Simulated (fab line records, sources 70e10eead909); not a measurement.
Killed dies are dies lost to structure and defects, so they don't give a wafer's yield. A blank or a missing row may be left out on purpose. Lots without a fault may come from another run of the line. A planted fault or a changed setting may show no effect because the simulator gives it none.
fab line records | flow nand_harc
record lots=23 wafers=69 last_day=24
route steps=1159 shown A_CHANNEL_HOLE_D1@462 A_STAIRCASE@533
lots that met no fault: from a run of the same line without faults
start_h: hours from the record's first day to the start of the lot's first wafer shown | wait_h: hours since the lot's step before | " the same as in the row above | L1.1+2: a row that stands for several wafers | - no value, or no start given | * or withheld: withheld | < > ~ a bound
route shown NAME@n: a module of which the file shows steps, and the number in the route of the first | usual: mean/standard deviation of fault-free wafers | same: alike in all rows | chamber/n: place in a boat | sites: the reading at each site | _std_site: their standard deviation | _edge_site: outer sites' mean less inner sites' | radius_mm: how far each site lies from the wafer's centre | mask NAME#n: copy n | behind: the tool/chamber that last shaped the wafer | hold: why the lot was held/for how many hours/how that ended | device: the transistor (n, p or np) that didn't switch | end of line: the same wafers' tests at the end of the route | a step without rows: its recipe alone | killed: dies lost to structure and defects at the first sort, not the wafer's yield | map: a wafer's dies, x killed, . not, _ none there
set.NAME: the setting as run; set.NAME@STEP: as run at that earlier step | model.NAME: the simulator's own value behind a step, which no gauge read
steps of the route over a sample of lots; a table a step, a row a wafer
services: from which hour (start_h, from the record's first day; less than 0 if before it) a tool's chamber was out of use, for how many hours, and why
## steps
# step NHARC_A_CHANNEL_HOLE_D1_CD_MEAS_10
# recipe target_cd_nm=100 landing_energy_ev=500
# usual cd_nm=100.1/0.38
# same landing_energy_ev=500
# columns lot.wafer tool chamber start_h wait_h cd_nm
L074.4 cd_sem-02 0 166.48 - 99.7
L074.5 " 0 " " 99.8
L074.6 " 0 " " 100.1
L076.1 cd_sem-01 0 183.56 - 99.8
L076.2 " 0 " " 99.8
L076.6 " 0 " " 100.3
L075.2 cd_sem-01 0 185.48 - 100.2
L075.4 " 0 " " 99.7
L075.6 " 0 " " 99.5
L080.2 cd_sem-01 0 189.97 - 100.4
L080.3 " 0 " " 100.3
L080.6 " 0 " " 101.0
L079.1 cd_sem-02 0 194.58 - 100.2
L079.3 " 0 " " 100.4
L079.6 " 0 " " 99.4
L078.2 cd_sem-02 0 198.44 - 100.3
L078.3 " 0 " " 100.2
L078.4 " 0 " " 100.3
L081.2 cd_sem-02 0 216.80 - 100.5
L081.3 " 0 " " 100.1
L081.4 " 0 " " 99.9
L083.1 cd_sem-03 0 227.10 - 99.6
L083.2 " 0 " " 99.5
L083.5 " 0 " " 99.8
L082.1 cd_sem-02 0 227.48 - 100.4
L082.5 " 0 " " 100.4
L082.6 " 0 " " 100.1
L084.3 cd_sem-03 0 235.36 - 99.6
L084.5 " 0 " " 99.9
L084.6 " 0 " " 99.3
L085.1 cd_sem-02 0 243.51 - 99.9
L085.4 " 0 " " 100.2
L085.6 " 0 " " 99.7
L086.1 cd_sem-02 0 250.05 - 100.2
L086.2 " 0 " " 100.4
L086.4 " 0 " " 99.8
L087.1 cd_sem-03 0 250.34 - 99.9
L087.4 " 0 " " 99.9
L087.5 " 0 " " 100.0
L088.2 cd_sem-01 0 250.64 - 100.2
L088.4 " 0 " " 99.7
L088.5 " 0 " " 100.1
L089.1 cd_sem-02 0 270.17 - 100.4
L089.4 " 0 " " 100.0
L089.5 " 0 " " 99.7
L090.1 cd_sem-03 0 270.39 - 99.6
L090.3 " 0 " " 100.0
L090.5 " 0 " " 100.4
L092.2 cd_sem-01 0 283.55 - 100.0
L092.3 " 0 " " 100.0
L092.6 " 0 " " 99.9
L091.4 cd_sem-01 0 283.75 - 99.7
L091.5 " 0 " " 100.5
L091.6 " 0 " " 100.3
L094.2 cd_sem-02 0 295.34 - 100.2
L094.3 " 0 " " 100.7
L094.4 " 0 " " 100.5
L095.1 cd_sem-03 0 296.00 - 100.3
L095.2 " 0 " " 100.6
L095.3 " 0 " " 100.2
L093.1 cd_sem-02 0 303.91 - 100.3
L093.3 " 0 " " 100.5
L093.4 " 0 " " 100.6
L096.2 cd_sem-02 0 304.39 - 100.7
L096.5 " 0 " " 100.2
L096.6 " 0 " " 100.7
L097.1 cd_sem-02 0 314.04 - 100.1
L097.3 " 0 " " 100.6
L097.5 " 0 " " 100.1
# step NHARC_A_CHANNEL_HOLE_D1_INSPECT_12
# usual raw_defect_count=5.4/2.6
# columns lot.wafer tool chamber start_h wait_h raw_defect_count
L074.4 defect_inspect-01 - 166.60 0.0 6
L074.5 " - " " 10
L074.6 " - " " 3
L076.1 defect_inspect-02 - 183.69 0.0 4
L076.2 " - " " 4
L076.6 " - " " 2
L075.2 defect_inspect-01 - 185.60 0.0 3
L075.4 " - " " 7
L075.6 " - " " 8
L080.2 defect_inspect-02 - 190.10 0.0 3
L080.3 " - " " 8
L080.6 " - " " 5
L079.1 defect_inspect-02 - 194.70 0.0 1
L079.3 " - " " 2
L079.6 " - " " 1
L078.2 defect_inspect-01 - 198.57 0.0 4
L078.3 " - " " 4
L078.4 " - " " 5
L081.2 defect_inspect-01 - 216.93 0.0 4
L081.3 " - " " 4
L081.4 " - " " 4
L083.1 defect_inspect-01 - 227.22 0.0 4
L083.2 " - " " 7
L083.5 " - " " 3
L082.1 defect_inspect-02 - 227.61 0.0 7
L082.5 " - " " 12
L082.6 " - " " 4
L084.3 defect_inspect-01 - 235.48 0.0 8
L084.5 " - " " 5
L084.6 " - " " 4
L085.1 defect_inspect-02 - 243.65 0.0 4
L085.4 " - " " 7
L085.6 " - " " 8
L086.1 defect_inspect-02 - 250.18 0.0 6
L086.2 " - " " 8
L086.4 " - " " 7
L087.1 defect_inspect-02 - 250.46 0.0 2
L087.4 " - " " 4
L087.5 " - " " 1
L088.2 defect_inspect-01 - 250.76 0.0 3
L088.4 " - " " 4
L088.5 " - " " 10
L089.1 defect_inspect-02 - 270.30 0.0 2
L089.4 " - " " 12
L089.5 " - " " 5
L090.1 defect_inspect-02 - 270.52 0.0 8
L090.3 " - " " 10
L090.5 " - " " 5
L092.2 defect_inspect-01 - 283.67 0.0 5
L092.3 " - " " 4
L092.6 " - " " 6
L091.4 defect_inspect-02 - 283.87 0.0 8
L091.5 " - " " 6
L091.6 " - " " 3
L094.2 defect_inspect-01 - 295.46 0.0 1
L094.3 " - " " 9
L094.4 " - " " 5
L095.1 defect_inspect-01 - 296.13 0.0 5
L095.2 " - " " 8
L095.3 " - " " 6
L093.1 defect_inspect-01 - 304.03 0.0 9
L093.3 " - " " 10
L093.4 " - " " 5
L096.2 defect_inspect-01 - 304.51 0.0 6
L096.5 " - " " 5
L096.6 " - " " 5
L097.1 defect_inspect-01 - 314.16 0.0 10
L097.3 " - " " 7
L097.5 " - " " 8
# step NHARC_A_CHANNEL_HOLE_D1_DESCUM_15
# recipe time_s=3 o2_flow_sccm=200 ar_flow_sccm=0 bias_power_w=0 chemistry=O2
# usual drypump_motor_current_A=5.7/0.51 o2_flow_sccm=200.0/0.58 oes_product_au=0.999/0.0066 rf_vpp_V=57.7/0.87 showerhead_plenum_p_Torr=1.90/0.065 throttle_valve_pct=11.312/0.0085
# columns lot.wafer tool chamber start_h wait_h drypump_motor_current_A o2_flow_sccm oes_product_au rf_hours_counter_h rf_vpp_V showerhead_plenum_p_Torr throttle_valve_pct
L074.4 rie_diel-09 0 166.69 0.1 6.2 200.0 0.999 5 56.7 1.84 11.308
L074.6 " 1 " " 6.0 199.1 1.004 - 59.8 1.95 11.312
L074.5 " 2 " " 4.8 199.4 0.993 - 59.4 1.82 11.308
L076.2 rie_diel-05 0 183.76 0.1 6.0 200.4 1.011 0 57.6 1.96 11.310
L076.1 " 1 " " 5.8 200.4 1.005 0 58.1 1.85 11.312
L076.6 " 3 " " 6.4 199.4 1.011 - 56.1 1.93 11.314
L075.4 rie_diel-05 3 185.66 0.1 6.4 199.6 0.993 1 58.1 1.93 11.304
L075.2 " 0 " " 5.9 199.8 1.003 1 58.6 1.96 11.323
L075.6 " 3 " " 6.4 200.3 1.002 - 57.7 1.93 11.308
L080.2 rie_diel-09 1 190.17 0.1 6.0 200.2 1.001 8 58.9 1.95 11.319
L080.3 " 3 " " 5.9 199.9 0.997 6 58.7 1.97 11.321
L080.6 " 1 " " 6.0 198.9 0.992 - 57.9 1.95 11.321
L079.3 rie_diel-05 3 194.77 0.1 6.4 199.3 0.999 2 58.3 1.93 11.291
L079.1 " 0 " " 6.0 199.9 1.000 2 57.6 1.96 11.318
L079.6 " 0 " " 6.0 200.4 0.993 - 58.7 1.96 11.308
L078.4 rie_diel-09 1 198.63 0.1 6.0 201.0 0.995 8 57.7 1.95 11.307
L078.2 " 3 " " 5.9 199.7 0.995 7 58.4 1.97 11.313
L078.3 " 0 " " 6.2 199.7 1.002 8 58.4 1.84 11.319
L081.4 rie_diel-09 2 216.99 0.1 4.7 199.7 1.003 8 57.8 1.82 11.306
L081.2 " 0 " " 6.2 200.1 0.992 8 58.2 1.84 11.308
L081.3 " 1 " " 6.0 200.7 1.001 9 58.4 1.95 11.307
L083.2 rie_diel-05 1 227.29 0.1 5.8 200.8 0.992 4 57.8 1.85 11.327
L083.1 " 3 " " 6.4 200.0 0.996 3 57.8 1.93 11.301
L083.5 " 1 " " 5.8 200.2 0.997 - 57.0 1.85 11.314
L082.1 rie_diel-09 1 227.67 0.1 6.0 200.2 1.000 10 58.4 1.95 11.307
L082.5 " 1 " " 6.0 199.4 0.993 - 57.8 1.95 11.304
L082.6 " 2 " " 4.8 201.4 0.999 - 56.9 1.82 11.320
L084.3 rie_diel-13 1 235.54 0.1 5.4 199.6 0.999 10 58.3 1.99 11.323
L084.6 " 1 " " 5.4 200.4 1.002 - 59.1 1.99 11.299
L084.5 " 2 " " 5.1 199.4 1.009 - 56.4 1.82 11.322
L085.1 rie_diel-05 3 243.71 0.1 6.4 200.4 1.010 5 59.0 1.93 11.298
L085.4 " 3 " " 6.4 200.0 1.006 - 57.7 1.93 11.310
L085.6 " 1 " " 5.8 199.9 0.999 - 56.3 1.85 11.306
L086.2 rie_diel-05 0 250.24 0.1 6.0 199.1 1.005 4 58.2 1.96 11.305
L086.1 " 2 " " 5.2 200.0 1.005 6 56.2 1.83 11.306
L086.4 " 3 " " 6.4 200.5 0.998 6 58.1 1.93 11.296
L087.4 rie_diel-09 2 250.53 0.1 4.8 199.6 0.989 10 58.0 1.82 11.321
L087.1 " 3 " " 5.9 200.4 1.005 10 58.4 1.97 11.319
L087.5 " 2 " " 4.8 199.9 0.997 - 57.4 1.82 11.337
L088.4 rie_diel-09 1 250.84 0.1 6.0 199.4 1.003 11 57.0 1.95 11.326
L088.2 " 3 " " 5.9 200.1 1.006 10 57.8 1.97 11.317
L088.5 " 1 " " 6.0 200.3 1.006 - 58.6 1.95 11.320
L089.1 rie_diel-13 2 270.36 0.1 5.1 200.5 1.009 10 57.1 1.82 11.321
L089.4 " 1 " " 5.4 200.3 1.006 13 57.7 1.99 11.303
L089.5 " 2 " " 5.1 199.7 1.006 - 57.0 1.82 11.323
L090.3 rie_diel-09 2 270.58 0.1 4.8 199.5 0.995 0 59.9 1.82 11.321
L090.1 " 1 " " 6.0 200.6 0.999 0 58.2 1.95 11.317
L090.5 " 2 " " 4.8 199.0 1.000 - 58.4 1.82 11.297
L092.2 rie_diel-09 0 283.75 0.1 6.2 198.9 0.996 1 56.6 1.84 11.307
L092.3 " 1 " " 6.0 200.0 1.005 1 58.0 1.95 11.317
L092.6 " 2 " " 4.7 200.0 1.003 - 57.6 1.82 11.302
L091.4 rie_diel-05 0 283.95 0.1 6.0 198.8 0.989 7 58.6 1.96 11.318
L091.5 " 1 " " 5.8 199.8 0.983 - 58.0 1.85 11.308
L091.6 " 2 " " 5.3 199.8 1.000 - 58.3 1.83 11.301
L094.2 rie_diel-05 2 295.53 0.1 5.3 200.1 1.018 10 57.7 1.83 11.311
L094.4 " 3 " " 6.4 200.6 0.992 10 58.1 1.93 11.320
L094.3 " 0 " " 6.0 200.5 0.990 8 59.5 1.96 11.302
L095.1 rie_diel-09 1 296.20 0.1 6.0 199.4 0.993 2 58.0 1.95 11.312
L095.3 " 2 " " 4.8 200.0 0.992 2 58.6 1.82 11.323
L095.2 " 3 " " 5.9 200.3 0.994 1 58.0 1.97 11.300
L093.4 rie_diel-13 3 304.09 0.1 5.7 200.8 1.008 0 57.2 2.03 11.312
L093.3 " 0 " " 5.9 199.4 0.993 1 56.3 1.85 11.308
L093.1 " 2 " " 5.1 200.2 1.000 0 56.5 1.82 11.316
L096.2 rie_diel-05 0 304.59 0.1 6.0 200.3 1.002 9 57.3 1.96 11.307
L096.6 " 2 " " 5.2 200.1 1.006 - 57.2 1.83 11.309
L096.5 " 3 " " 6.4 199.9 1.002 - 57.8 1.93 11.316
L097.1 rie_diel-05 0 314.23 0.1 6.0 200.4 0.993 11 58.4 1.96 11.315
L097.3 " 3 " " 6.4 200.9 1.005 12 57.8 1.93 11.322
L097.5 " 0 " " 6.0 200.0 0.994 - 57.6 1.96 11.313
# step NHARC_A_CHANNEL_HOLE_D1_ETCH_39
# recipe target_depth_a=2600 over_etch_frac=0.3 time_s=325 ion_energy_ev=200 n2_flow_sccm=150 h2_flow_sccm=150 ar_flow_sccm=0 rf_w=400 bias_w=150 chemistry=N2/H2
# usual drypump_motor_current_A=5.8/0.49 oes_product_au=0.999/0.0065 rf_fwd_power_W=398.9/1.2 rf_vpp_V=430.1/2.1 showerhead_plenum_p_Torr=2.02/0.07 throttle_valve_pct=14.171/0.0096
# columns lot.wafer tool chamber start_h wait_h drypump_motor_current_A oes_product_au rf_fwd_power_W rf_hours_counter_h rf_vpp_V showerhead_plenum_p_Torr throttle_valve_pct
L074.4 rie_diel-09 0 - - 6.2 0.996 399.1 5 428.6 1.96 14.172
L074.5 " 2 " " 4.8 0.996 398.2 - 427.7 1.94 14.188
L074.6 " 3 " " 5.9 0.998 399.1 - 433.1 2.11 14.166
L076.2 rie_diel-05 0 - - 5.9 0.989 400.0 0 433.4 2.10 14.164
L076.1 " 1 " " 5.8 0.998 401.3 0 429.2 1.98 14.171
L076.6 " 0 " " 6.0 1.000 399.3 - 432.0 2.10 14.166
L075.4 rie_diel-05 3 - - 6.4 1.018 397.7 1 429.7 2.06 14.176
L075.2 " 0 " " 6.0 1.001 398.5 1 432.8 2.09 14.174
L075.6 " 3 " " 6.4 1.006 398.5 - 431.9 2.06 14.171
L080.2 rie_diel-09 3 - - 5.9 1.005 398.9 6 431.1 2.11 14.171
L080.3 " 0 " " 6.2 1.010 399.0 7 427.8 1.96 14.165
L080.6 " 3 " " 5.9 1.010 399.3 - 432.3 2.11 14.191
L079.3 rie_diel-05 1 - - 5.8 0.995 399.1 2 428.5 1.98 14.171
L079.1 " 2 " " 5.2 1.000 399.4 2 428.0 1.95 14.167
L079.6 " 1 " " 5.8 0.997 399.6 - 428.9 1.98 14.172
L078.3 rie_diel-09 1 - - 6.0 0.998 399.1 8 429.8 2.08 14.164
L078.2 " 2 " " 4.8 0.995 398.7 7 427.5 1.94 14.170
L078.4 " 3 " " 5.9 0.995 396.9 7 433.6 2.11 14.171
L081.3 rie_diel-09 0 - - 6.2 0.993 398.7 9 428.2 1.96 14.165
L081.4 " 1 " " 6.0 0.989 396.1 9 433.0 2.08 14.162
L081.2 " 3 " " 5.9 0.996 398.3 8 433.1 2.11 14.177
L083.1 rie_diel-05 1 - - 5.8 0.997 400.0 4 429.4 1.97 14.192
L083.2 " 3 " " 6.4 1.000 398.7 4 431.2 2.06 14.168
L083.5 " 2 " " 5.2 0.996 399.5 - 427.6 1.95 14.186
L082.1 rie_diel-09 0 - - 6.2 0.996 399.4 10 428.1 1.96 14.165
L082.6 " 3 " " 6.0 0.997 398.2 - 433.0 2.11 14.169
L082.5 " 0 " " 6.2 0.987 400.6 - 428.3 1.96 14.169
L084.3 rie_diel-13 2 - - 5.1 0.997 398.6 8 426.9 1.94 14.162
L084.6 " 0 " " 5.9 0.990 398.9 - 428.0 1.97 14.161
L084.5 " 1 " " 5.4 1.003 400.9 - 432.4 2.12 14.168
L085.1 rie_diel-05 2 - - 5.3 1.004 398.9 5 429.1 1.95 14.182
L085.4 " 3 " " 6.4 1.002 398.4 - 431.3 2.06 14.167
L085.6 " 1 " " 5.8 0.994 400.3 - 429.2 1.97 14.178
L086.2 rie_diel-05 0 - - 6.0 0.999 397.4 4 432.7 2.09 14.160
L086.4 " 1 " " 5.8 0.992 402.0 7 429.9 1.97 14.183
L086.1 " 3 " " 6.4 1.005 399.0 6 430.5 2.05 14.183
L087.4 rie_diel-09 1 - - 6.0 1.001 398.5 11 429.9 2.08 14.155
L087.1 " 3 " " 5.9 0.990 399.3 10 433.5 2.10 14.164
L087.5 " 1 " " 6.0 0.986 398.2 - 431.0 2.08 14.158
L088.4 rie_diel-09 3 - - 5.9 1.011 399.4 10 433.5 2.10 14.170
L088.2 " 0 " " 6.2 1.002 398.5 11 428.1 1.96 14.141
L088.5 " 2 " " 4.8 0.992 399.5 - 428.3 1.94 14.172
L089.1 rie_diel-13 3 - - 5.7 0.999 401.7 10 434.9 2.17 14.168
L089.4 " 1 " " 5.4 0.998 400.2 13 433.8 2.12 14.182
L089.5 " 3 " " 5.7 0.990 399.0 - 434.1 2.17 14.169
L090.3 rie_diel-09 2 - - 4.8 1.006 398.9 0 429.4 1.94 14.175
L090.1 " 0 " " 6.2 1.005 398.2 0 428.5 1.96 14.154
L090.5 " 3 " " 5.9 1.006 398.3 - 433.1 2.10 14.181
L092.3 rie_diel-09 0 - - 6.2 0.992 397.9 1 428.0 1.96 14.159
L092.2 " 1 " " 6.0 1.008 400.8 1 432.2 2.08 14.152
L092.6 " 3 " " 5.9 1.008 400.4 - 432.9 2.10 14.183
L091.4 rie_diel-05 3 - - 6.4 1.001 399.6 9 430.6 2.05 14.158
L091.6 " 1 " " 5.8 0.991 401.5 - 429.4 1.97 14.172
L091.5 " 2 " " 5.3 0.993 397.0 - 428.0 1.95 14.174
L094.2 rie_diel-05 2 - - 5.3 0.999 399.9 10 428.5 1.95 14.171
L094.3 " 3 " " 6.4 0.997 399.9 10 431.1 2.05 14.158
L094.4 " 0 " " 6.0 1.000 399.3 8 431.3 2.09 14.181
L095.2 rie_diel-09 0 - - 6.2 0.996 399.2 2 427.9 1.96 14.170
L095.3 " 2 " " 4.8 1.004 398.1 2 427.7 1.94 14.183
L095.1 " 3 " " 5.9 1.002 398.9 2 432.0 2.10 14.187
L093.4 rie_diel-13 1 - - 5.3 1.009 397.1 1 433.1 2.12 14.161
L093.1 " 3 " " 5.6 1.005 399.9 1 433.7 2.16 14.178
L093.3 " 0 " " 5.9 1.002 398.9 1 428.3 1.97 14.166
L096.2 rie_diel-05 1 - - 5.8 0.990 399.1 12 428.8 1.97 14.181
L096.6 " 3 " " 6.4 0.995 399.1 - 429.7 2.05 14.169
L096.5 " 0 " " 6.0 1.001 399.2 - 432.6 2.09 14.163
L097.3 rie_diel-05 1 - - 5.8 0.994 399.9 13 428.6 1.97 14.162
L097.1 " 2 " " 5.3 1.010 399.1 12 428.4 1.95 14.198
L097.5 " 0 " " 5.9 1.000 398.9 - 431.7 2.09 14.176
# step NHARC_A_STAIRCASE_STRIP_171
# recipe power_w=1500 temp_c=250 chemistry=O2
# usual drypump_motor_current_A=6.1/0.31 heater_power_w=301/17 rf_refl_power_W=22/8.5
# columns lot.wafer tool chamber start_h wait_h drypump_motor_current_A heater_power_w rf_hours_counter_h rf_refl_power_W
L074.4 plasma_asher-02 0 225.47 - 5.9 304 - 13
L074.6 " 1 " " 6.4 302 - 31
L074.5 " 0 " " 5.9 304 - 13
L076.1 plasma_asher-01 0 241.40 - 6.2 279 46 -
L076.2 " 1 " " 5.6 328 46 -
L076.6 " 0 " " 6.2 281 - -
L075.2 plasma_asher-02 1 241.60 - 6.4 300 15 32
L075.4 " 1 " " 6.4 291 - 33
L075.6 " 0 " " 5.9 290 - 12
L080.2 plasma_asher-02 1 249.54 - 6.4 302 18 31
L080.3 " 0 " " 5.9 295 - 13
L080.6 " 0 " " 5.9 290 - 12
L079.1 plasma_asher-01 1 249.54 - 5.6 324 49 -
L079.3 " 0 " " 6.3 284 - -
L079.6 " 1 " " 5.6 329 - -
L078.2 plasma_asher-02 0 255.99 - 5.9 297 22 13
L078.3 " 1 " " 6.4 300 - 32
L078.4 " 0 " " 5.9 298 - 12
L081.2 plasma_asher-01 1 276.18 - 5.6 326 59 16
L081.3 " 0 " " 6.2 282 - 28
L081.4 " 1 " " 5.6 330 - 15
L083.2 plasma_asher-02 0 284.63 - 5.9 301 33 13
L083.1 " 1 " " 6.4 299 33 32
L083.5 " 0 " " 5.9 303 - 13
L082.1 plasma_asher-02 0 284.91 - 5.9 311 33 13
L082.6 " 0 " " 5.9 297 - 13
L082.5 " 1 " " 6.4 298 - 32
L084.3 plasma_asher-01 0 296.70 - 6.2 277 - 30
L084.6 " 0 " " 6.3 286 - 29
L084.5 " 1 " " 5.6 334 - 15
L085.1 plasma_asher-02 0 301.01 - 5.9 301 38 13
L085.4 " 1 " " 6.4 297 - 31
L085.6 " 0 " " 5.9 297 - 12
L086.1 plasma_asher-02 1 306.75 - 6.4 298 39 32
L086.2 " 0 " " 5.9 296 39 13
L086.4 " 0 " " 5.9 305 - 12
L087.1 plasma_asher-01 0 307.31 - 6.3 286 6 30
L087.4 " 0 " " 6.2 284 - 30
L087.5 " 0 " " 6.2 293 - 30
L088.2 plasma_asher-02 1 312.53 - 6.4 294 41 32
L088.4 " 1 " " 6.4 306 - 31
L088.5 " 0 " " 5.9 304 - 12
L089.1 plasma_asher-01 1 327.62 - 5.6 328 12 16
L089.4 " 0 " " 6.3 284 - 29
L089.5 " 0 " " 6.3 280 - 29
L090.1 plasma_asher-02 0 328.24 - 5.9 288 46 -
L090.3 " 1 " " 6.4 300 - -
L090.5 " 1 " " 6.4 297 - -
L092.2 plasma_asher-02 0 340.21 - 5.9 294 50 -
L092.3 " 1 " " 6.4 292 - -
L092.6 " 0 " " 5.9 304 - -
L091.4 plasma_asher-01 1 340.62 - 5.7 327 - 15
L091.6 " 0 " " 6.3 279 - 29
L091.5 " 1 " " 5.6 342 - 16
L094.2 plasma_asher-02 0 353.57 - 5.9 298 55 12
L094.3 " 0 " " 5.9 292 - 13
L094.4 " 1 " " 6.4 295 - 32
L095.1 plasma_asher-02 0 353.85 - 5.9 299 55 12
L095.2 " 1 " " 6.4 293 55 32
L095.3 " 0 " " 5.9 288 - 12
L093.1 plasma_asher-01 0 361.74 - 6.3 280 24 -
L093.3 " 0 " " 6.3 285 - -
L093.4 " 1 " " 5.6 337 - -
L096.2 plasma_asher-01 0 367.46 - 6.3 286 29 -
L096.5 " 0 " " 6.2 285 - -
L096.6 " 1 " " 5.6 324 - -
L097.1 plasma_asher-01 1 373.75 - 5.6 321 31 16
L097.3 " 0 " " 6.3 277 - 29
L097.5 " 1 " " 5.6 329 - 15
# step NHARC_A_STAIRCASE_TRIM_20
# recipe time_s=211.2 o2_flow_sccm=500 ar_flow_sccm=0 bias_w=0 chemistry=O2
# usual drypump_motor_current_A=5.7/0.34 o2_flow_sccm=500.2/1.4 oes_product_au=1.001/0.0071 rf_vpp_V=57.9/1 showerhead_plenum_p_Torr=3.53/0.16 throttle_valve_pct=17.036/0.0087
# columns lot.wafer tool chamber start_h wait_h drypump_motor_current_A o2_flow_sccm oes_product_au rf_hours_counter_h rf_vpp_V showerhead_plenum_p_Torr throttle_valve_pct
L074.4 rie_diel-03 1 228.22 0.2 5.8 498.5 1.000 - 58.2 3.77 17.036
L074.6 " 2 " " 5.8 501.0 0.997 - 58.7 3.61 17.043
L074.5 " 3 " " 6.1 499.3 0.999 - 57.5 3.63 17.025
L075.4 rie_diel-03 2 244.36 0.1 5.8 499.8 1.012 10 58.9 3.60 17.055
L075.2 " 0 " " 5.5 499.1 1.007 6 56.9 3.60 17.040
L075.6 " 2 " " 5.8 499.6 0.995 - 59.6 3.60 17.045
L076.1 rie_diel-02 1 244.44 0.1 5.4 498.7 1.011 34 57.7 3.33 17.030
L076.2 " 2 " " 5.4 501.2 0.994 32 57.4 3.33 17.029
L076.6 " 0 " " 5.9 500.8 1.010 - 58.0 3.46 17.036
L079.3 rie_diel-03 1 252.19 0.1 5.8 499.0 1.007 12 57.6 3.77 17.039
L079.1 " 2 " " 5.8 503.7 0.998 13 59.6 3.60 17.033
L079.6 " 3 " " 6.1 502.4 1.010 - 58.7 3.63 17.042
L080.3 rie_diel-03 2 252.41 0.1 5.7 502.9 1.009 13 57.5 3.60 17.036
L080.2 " 3 " " 6.1 500.1 1.014 13 59.0 3.63 17.041
L080.6 " 3 " " 6.1 500.4 1.003 - 58.1 3.63 17.048
L078.4 rie_diel-03 0 259.19 0.1 5.5 499.4 1.004 12 56.8 3.60 17.046
L078.2 " 1 " " 5.8 501.2 0.994 14 59.2 3.77 17.026
L078.3 " 3 " " 6.1 500.4 1.002 15 58.5 3.63 17.040
L081.4 rie_diel-03 3 278.79 0.1 6.1 500.7 0.992 22 59.6 3.62 17.024
L081.3 " 0 " " 5.5 500.2 0.999 19 58.4 3.59 17.043
L081.2 " 1 " " 5.8 499.7 0.999 21 59.9 3.76 17.028
L083.2 rie_diel-02 0 287.62 0.1 5.9 499.7 1.000 50 56.7 3.45 17.046
L083.1 " 1 " " 5.4 496.5 1.015 51 57.3 3.32 17.042
L083.5 " 2 " " 5.4 499.6 1.009 - 57.7 3.32 17.038
L082.1 rie_diel-03 2 287.89 0.1 5.7 500.7 1.011 25 56.7 3.59 17.031
L082.6 " 0 " " 5.5 498.5 0.997 - 57.1 3.59 17.047
L082.5 " 1 " " 5.8 501.5 0.999 - 59.2 3.76 17.043
L084.3 rie_diel-02 1 299.44 0.1 5.4 500.1 0.995 55 58.5 3.32 17.040
L084.6 " 2 " " 5.4 498.9 1.001 - 56.1 3.32 17.037
L084.5 " 3 " " 5.0 499.8 0.992 - 58.1 3.37 17.039
L085.1 rie_diel-02 3 305.02 0.1 5.0 501.2 0.998 55 57.1 3.37 17.026
L085.4 " 1 " " 5.4 499.5 1.012 56 55.7 3.32 17.032
L085.6 " 2 " " 5.4 497.0 0.985 - 58.5 3.32 17.038
L086.2 rie_diel-03 2 309.35 0.1 5.7 499.0 1.004 33 58.5 3.59 17.032
L086.1 " 3 " " 6.1 500.7 0.996 34 57.0 3.62 17.040
L086.4 " 0 " " 5.5 497.2 1.004 32 58.5 3.59 17.014
L087.4 rie_diel-02 2 310.17 0.1 5.4 500.4 1.003 52 58.4 3.32 17.039
L087.1 " 3 " " 5.0 499.8 0.999 57 57.7 3.37 17.046
L087.5 " 1 " " 5.4 502.0 1.010 - 57.4 3.32 17.046
L088.2 rie_diel-02 3 315.36 0.1 5.0 499.1 1.006 60 58.3 3.37 17.031
L088.4 " 0 " " 5.9 500.0 0.998 61 59.1 3.44 17.043
L088.5 " 3 " " 5.0 498.2 0.984 - 57.9 3.37 17.021
L090.3 rie_diel-03 1 330.73 0.1 5.8 500.7 0.997 43 58.6 3.75 17.017
L090.1 " 2 " " 5.7 501.3 0.997 43 58.1 3.58 17.029
L090.5 " 2 " " 5.7 502.4 0.997 - 57.5 3.58 17.026
L089.1 rie_diel-07 2 331.01 0.1 6.0 500.2 1.008 32 58.4 3.35 17.025
L089.4 " 0 " " 6.3 501.2 1.011 28 58.7 3.79 17.031
L089.5 " 3 " " 5.8 502.7 1.003 - 59.5 3.60 17.029
L092.3 rie_diel-07 0 343.11 0.1 6.3 500.7 1.006 33 58.4 3.79 17.040
L092.2 " 1 " " 5.6 498.6 1.000 36 55.6 3.31 17.031
L092.6 " 0 " " 6.3 501.1 1.009 - 58.0 3.79 17.038
L091.4 rie_diel-02 1 344.62 0.1 5.4 500.0 1.008 4 57.5 3.31 17.035
L091.5 " 3 " " 5.0 501.1 0.998 - 57.6 3.37 17.029
L091.6 " 0 " " 5.9 499.5 0.997 - 55.6 3.44 17.029
L094.2 rie_diel-07 0 356.25 0.1 6.3 501.3 0.999 37 57.8 3.79 17.046
L094.3 " 2 " " 6.0 499.7 1.002 40 58.2 3.35 17.042
L094.4 " 1 " " 5.6 498.6 1.004 - 56.9 3.31 17.030
L095.2 rie_diel-02 2 356.52 0.1 5.3 500.2 0.993 6 57.4 3.31 17.025
L095.1 " 0 " " 5.9 500.3 0.988 7 57.7 3.44 17.046
L095.3 " 1 " " 5.4 500.0 1.000 7 57.0 3.31 17.039
L093.3 rie_diel-03 1 364.39 0.1 5.8 499.8 1.005 56 58.6 3.74 17.046
L093.4 " 3 " " 6.0 499.1 1.014 56 59.0 3.60 17.027
L093.1 " 0 " " 5.5 499.8 0.985 54 57.5 3.57 17.027
L096.2 rie_diel-07 1 370.13 0.1 5.6 499.3 0.987 45 55.4 3.31 17.034
L096.5 " 2 " " 6.1 496.4 1.003 - 57.3 3.34 17.045
L096.6 " 3 " " 5.7 501.4 1.000 - 56.3 3.60 17.045
L097.1 rie_diel-03 2 377.11 0.3 5.8 503.0 0.998 58 56.3 3.57 17.041
L097.3 " 3 " " 6.1 497.2 0.999 63 58.1 3.60 17.010
L097.5 " 2 " " 5.8 502.5 1.004 - 58.7 3.57 17.019
## services
# columns tool chamber start_h hours kind
rie_diel-03 1 143.12 29.9 repair
rie_diel-03 0 148.97 56.9 repair
rie_diel-02 - 150.92 9.0 pm
rie_diel-05 - 163.74 9.0 pm
rie_diel-07 2 177.36 4.5 repair
plasma_asher-02 - 183.22 9.0 pm
rie_diel-03 - 215.30 9.0 pm
rie_diel-03 0 224.77 8.1 repair
rie_diel-05 0 225.50 20.3 repair
rie_diel-07 - 228.37 9.0 pm
rie_diel-03 1 245.13 1.9 repair
rie_diel-13 - 252.87 1.6 repair
rie_diel-09 - 254.10 9.0 pm
rie_diel-02 2 254.31 11.7 repair
rie_diel-13 2 258.73 2.7 repair
rie_diel-05 - 266.59 1.9 repair
rie_diel-13 - 276.00 9.0 pm
plasma_asher-01 - 276.58 9.0 pm
rie_diel-13 2 288.21 7.7 repair
rie_diel-09 3 297.72 2.8 repair
rie_diel-09 1 302.05 9.4 repair
rie_diel-02 - 328.11 9.0 pm
rie_diel-05 - 340.74 9.0 pm
plasma_asher-02 - 360.22 9.0 pm
## key
fault none
